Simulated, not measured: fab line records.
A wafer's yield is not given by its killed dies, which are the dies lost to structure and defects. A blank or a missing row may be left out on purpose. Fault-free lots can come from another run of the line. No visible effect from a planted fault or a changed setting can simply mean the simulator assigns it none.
Tool commonality check / flow nand_harc / Sample size 12 lots and 36 wafers

== REASON FOR OPENING ==
At NHARC_P_GATE_CD_MEAS_59 the reading cd_nm is flagged on 1 of 12 lots. No-fault wafers: 719.7 nm, standard deviation 2.
Rule: flag the lot when none of its wafers has a number, or when each of its wafers that has one lies beyond 4 standard deviations from that mean. The other lots count as sound.

lot=L665; measured=day 6 05:10; on=cd_sem-01; cd_nm (nm), wafer by wafer=720.4 718.4 719.8; flag=
lot=L668; measured=day 7 06:28; on=cd_sem-03; cd_nm (nm), wafer by wafer=720.6 720.8 720.3; flag=
lot=L670; measured=day 7 23:33; on=cd_sem-02; cd_nm (nm), wafer by wafer=720.5 716.7 719.8; flag=
lot=L671; measured=day 8 20:52; on=cd_sem-02; cd_nm (nm), wafer by wafer=719.6 720.1 723.5; flag=
lot=L672; measured=day 9 05:00; on=cd_sem-03; cd_nm (nm), wafer by wafer=718.3 718.6 719.0; flag=
lot=L675; measured=day 10 02:39; on=cd_sem-02; cd_nm (nm), wafer by wafer=719.5 719.2 717.7; flag=
lot=L676; measured=day 10 11:47; on=cd_sem-01; cd_nm (nm), wafer by wafer=815.7 814.0 810.2; flag=FLAGGED
lot=L678; measured=day 11 14:41; on=cd_sem-03; cd_nm (nm), wafer by wafer=720.7 718.7 721.5; flag=
lot=L679; measured=day 11 15:04; on=cd_sem-02; cd_nm (nm), wafer by wafer=721.0 714.6 721.5; flag=
lot=L685; measured=day 14 11:23; on=cd_sem-03; cd_nm (nm), wafer by wafer=715.8 719.4 718.3; flag=
lot=L686; measured=day 14 16:55; on=cd_sem-03; cd_nm (nm), wafer by wafer=718.3 720.0 718.6; flag=
lot=L687; measured=day 15 01:04; on=cd_sem-01; cd_nm (nm), wafer by wafer=719.6 723.2 722.3; flag=
The numbers of the flagged lots are 813.3 nm on average: +93.6 nm against the usual, or +47 standard deviations.

== LOT BY LOT: THE TOOL USED ==
4 process steps preceding the reading are held in the record, out of 1302 steps in the route. Cell contents, in order: the tool; ch with the chambers the sampled wafers went through; the start.
lot=L665; flag=; NHARC_P_GATE_ETCH_114=rie_diel-05 ch 0,3, day 5 19:11 or earlier; NHARC_P_GATE_ALD_36=ald_sin-03 ch 0,1,3, day 5 19:11; NHARC_P_GATE_STRIP_111=plasma_asher-02 ch 0,1, day 6 03:56; NHARC_P_GATE_EXPOSE_56=krf_scanner-01 ch 0, day 6 05:01
lot=L668; flag=; NHARC_P_GATE_ETCH_114=rie_diel-12 ch 0,1,2, day 6 18:11 or earlier; NHARC_P_GATE_ALD_36=ald_sin-03 ch 0,1,2, day 6 18:11; NHARC_P_GATE_STRIP_111=plasma_asher-02 ch 0,1, day 7 05:14; NHARC_P_GATE_EXPOSE_56=krf_scanner-01 ch 0, day 7 06:18
lot=L670; flag=; NHARC_P_GATE_ETCH_114=rie_diel-12 ch 0,2,3, day 7 11:06 or earlier; NHARC_P_GATE_ALD_36=ald_sin-04 ch 0,1,2, day 7 11:06; NHARC_P_GATE_STRIP_111=plasma_asher-02 ch 0,1, day 7 22:27; NHARC_P_GATE_EXPOSE_56=krf_scanner-02 ch 0, day 7 23:23
lot=L671; flag=; NHARC_P_GATE_ETCH_114=rie_diel-07 ch 1,2,3, day 8 06:21 or earlier; NHARC_P_GATE_ALD_36=ald_sin-01 ch 0,1, day 8 06:21; NHARC_P_GATE_STRIP_111=plasma_asher-02 ch 0,1, day 8 19:38; NHARC_P_GATE_EXPOSE_56=krf_scanner-01 ch 0, day 8 20:42
lot=L672; flag=; NHARC_P_GATE_ETCH_114=rie_diel-12 ch 1,2,3, day 8 17:35 or earlier; NHARC_P_GATE_ALD_36=ald_sin-03 ch 1,2, day 8 17:35; NHARC_P_GATE_STRIP_111=plasma_asher-01 ch 0,1, day 9 03:46; NHARC_P_GATE_EXPOSE_56=krf_scanner-03 ch 0, day 9 04:50
lot=L675; flag=; NHARC_P_GATE_ETCH_114=rie_diel-07 ch 0,2,3, day 9 14:20 or earlier; NHARC_P_GATE_ALD_36=ald_sin-03 ch 0,2, day 9 14:20; NHARC_P_GATE_STRIP_111=plasma_asher-01 ch 0,1, day 10 01:31; NHARC_P_GATE_EXPOSE_56=krf_scanner-02 ch 0, day 10 02:30
lot=L676; flag=FLAGGED; NHARC_P_GATE_ETCH_114=rie_diel-07 ch 0,1,3, day 10 02:41 or earlier; NHARC_P_GATE_ALD_36=ald_sin-04 ch 1,2,3, day 10 02:41; NHARC_P_GATE_STRIP_111=plasma_asher-01 ch 0,1, day 10 10:34; NHARC_P_GATE_EXPOSE_56=krf_scanner-01 ch 0, day 10 11:38
lot=L678; flag=; NHARC_P_GATE_ETCH_114=rie_diel-05 ch 1,2, day 11 04:38 or earlier; NHARC_P_GATE_ALD_36=ald_sin-03 ch 0,2,3, day 11 04:38; NHARC_P_GATE_STRIP_111=plasma_asher-01 ch 0,1, day 11 13:38; NHARC_P_GATE_EXPOSE_56=krf_scanner-01 ch 0, day 11 14:32
lot=L679; flag=; NHARC_P_GATE_ETCH_114=rie_diel-07 ch 0,2, day 11 04:56 or earlier; NHARC_P_GATE_ALD_36=ald_sin-04 ch 0,1,3, day 11 04:56; NHARC_P_GATE_STRIP_111=plasma_asher-01 ch 0,1, day 11 14:01; NHARC_P_GATE_EXPOSE_56=krf_scanner-01 ch 0, day 11 14:55
lot=L685; flag=; NHARC_P_GATE_ETCH_114=rie_diel-12 ch 0,3, day 13 23:20 or earlier; NHARC_P_GATE_ALD_36=ald_sin-01 ch 1,2, day 13 23:20; NHARC_P_GATE_STRIP_111=plasma_asher-01 ch 0,1, day 14 10:16; NHARC_P_GATE_EXPOSE_56=krf_scanner-02 ch 0, day 14 11:14
lot=L686; flag=; NHARC_P_GATE_ETCH_114=rie_diel-05 ch 0,2,3, day 14 05:41 or earlier; NHARC_P_GATE_ALD_36=ald_sin-03 ch 0,1,3, day 14 05:41; NHARC_P_GATE_STRIP_111=plasma_asher-02 ch 0,1, day 14 15:42; NHARC_P_GATE_EXPOSE_56=krf_scanner-01 ch 0, day 14 16:46
lot=L687; flag=; NHARC_P_GATE_ETCH_114=rie_diel-05 ch 0,1, day 14 13:47 or earlier; NHARC_P_GATE_ALD_36=ald_sin-04 ch 0,1,3, day 14 13:47; NHARC_P_GATE_STRIP_111=plasma_asher-02 ch 0,1, day 14 23:50; NHARC_P_GATE_EXPOSE_56=krf_scanner-03 ch 0, day 15 00:55
What the steps here do:
- NHARC_P_GATE_ETCH_114: etches the open film in CF4/O2, target depth 30 nm, overetch 3 nm, time 16.5 s.
- NHARC_P_GATE_ALD_36: deposits SiNx, target thk 20 nm, pulse time 60 s, ald cycles 223.
- NHARC_P_GATE_STRIP_111: strips in N2/H2, time 250 s.
- NHARC_P_GATE_EXPOSE_56: exposes mask P PSD, target cd 720 nm.
- NHARC_P_GATE_CD_MEAS_59: target cd 720 nm.

== FLAGGED OVER TOTAL, TOOL BY TOOL (the gauges that took the reading come last) ==
step=NHARC_P_GATE_ETCH_114; tool=rie_diel-05; lots run=4; flagged=0; share of the flagged lots=none; sound lots run after its first flagged lot=-
step=NHARC_P_GATE_ETCH_114; tool=rie_diel-07; lots run=4; flagged=1; share of the flagged lots=all; sound lots run after its first flagged lot=1 (L679)
step=NHARC_P_GATE_ETCH_114; tool=rie_diel-12; lots run=4; flagged=0; share of the flagged lots=none; sound lots run after its first flagged lot=-
step=NHARC_P_GATE_ALD_36; tool=ald_sin-01; lots run=2; flagged=0; share of the flagged lots=none; sound lots run after its first flagged lot=-
step=NHARC_P_GATE_ALD_36; tool=ald_sin-03; lots run=6; flagged=0; share of the flagged lots=none; sound lots run after its first flagged lot=-
step=NHARC_P_GATE_ALD_36; tool=ald_sin-04; lots run=4; flagged=1; share of the flagged lots=all; sound lots run after its first flagged lot=2 (L679,L687)
step=NHARC_P_GATE_STRIP_111; tool=plasma_asher-01; lots run=6; flagged=1; share of the flagged lots=all; sound lots run after its first flagged lot=3 (L678,L679,L685)
step=NHARC_P_GATE_STRIP_111; tool=plasma_asher-02; lots run=6; flagged=0; share of the flagged lots=none; sound lots run after its first flagged lot=-
step=NHARC_P_GATE_EXPOSE_56; tool=krf_scanner-01; lots run=7; flagged=1; share of the flagged lots=all; sound lots run after its first flagged lot=3 (L678,L679,L686)
step=NHARC_P_GATE_EXPOSE_56; tool=krf_scanner-02; lots run=3; flagged=0; share of the flagged lots=none; sound lots run after its first flagged lot=-
step=NHARC_P_GATE_EXPOSE_56; tool=krf_scanner-03; lots run=2; flagged=0; share of the flagged lots=none; sound lots run after its first flagged lot=-
step=NHARC_P_GATE_CD_MEAS_59; tool=cd_sem-01; lots run=3; flagged=1; share of the flagged lots=all; sound lots run after its first flagged lot=1 (L687)
step=NHARC_P_GATE_CD_MEAS_59; tool=cd_sem-02; lots run=4; flagged=0; share of the flagged lots=none; sound lots run after its first flagged lot=-
step=NHARC_P_GATE_CD_MEAS_59; tool=cd_sem-03; lots run=5; flagged=0; share of the flagged lots=none; sound lots run after its first flagged lot=-
NHARC_P_GATE_ETCH_114 gives no start for some lots, so the hours and the order of its lots are those of NHARC_P_GATE_ALD_36.

== WHAT THE TABLE ALLOWS ==
5 rows of the table ran every flagged lot: rie_diel-07 at NHARC_P_GATE_ETCH_114, ald_sin-04 at NHARC_P_GATE_ALD_36, plasma_asher-01 at NHARC_P_GATE_STRIP_111, krf_scanner-01 at NHARC_P_GATE_EXPOSE_56, cd_sem-01 at NHARC_P_GATE_CD_MEAS_59.
- rie_diel-07 at NHARC_P_GATE_ETCH_114: 1 of its 4 lots flagged. Sound lots followed the first flagged one (L679) on it, something a lasting fault affecting the whole tool could not allow.
- ald_sin-04 at NHARC_P_GATE_ALD_36: 1 of its 4 lots flagged. Sound lots followed the first flagged one (L679, L687) on it, something a lasting fault affecting the whole tool could not allow.
- plasma_asher-01 at NHARC_P_GATE_STRIP_111: 1 of its 6 lots flagged. Sound lots followed the first flagged one (L678, L679, L685) on it, something a lasting fault affecting the whole tool could not allow.
- krf_scanner-01 at NHARC_P_GATE_EXPOSE_56: 1 of its 7 lots flagged. Sound lots followed the first flagged one (L678, L679, L686) on it, something a lasting fault affecting the whole tool could not allow.
- cd_sem-01 at NHARC_P_GATE_CD_MEAS_59: 1 of its 3 lots flagged. Sound lots followed the first flagged one (L687) on it, something a lasting fault affecting the whole tool could not allow.
No row of the table ran every flagged lot and no sound lot after the first.

== WHAT THE SIMULATOR PUT IN ==
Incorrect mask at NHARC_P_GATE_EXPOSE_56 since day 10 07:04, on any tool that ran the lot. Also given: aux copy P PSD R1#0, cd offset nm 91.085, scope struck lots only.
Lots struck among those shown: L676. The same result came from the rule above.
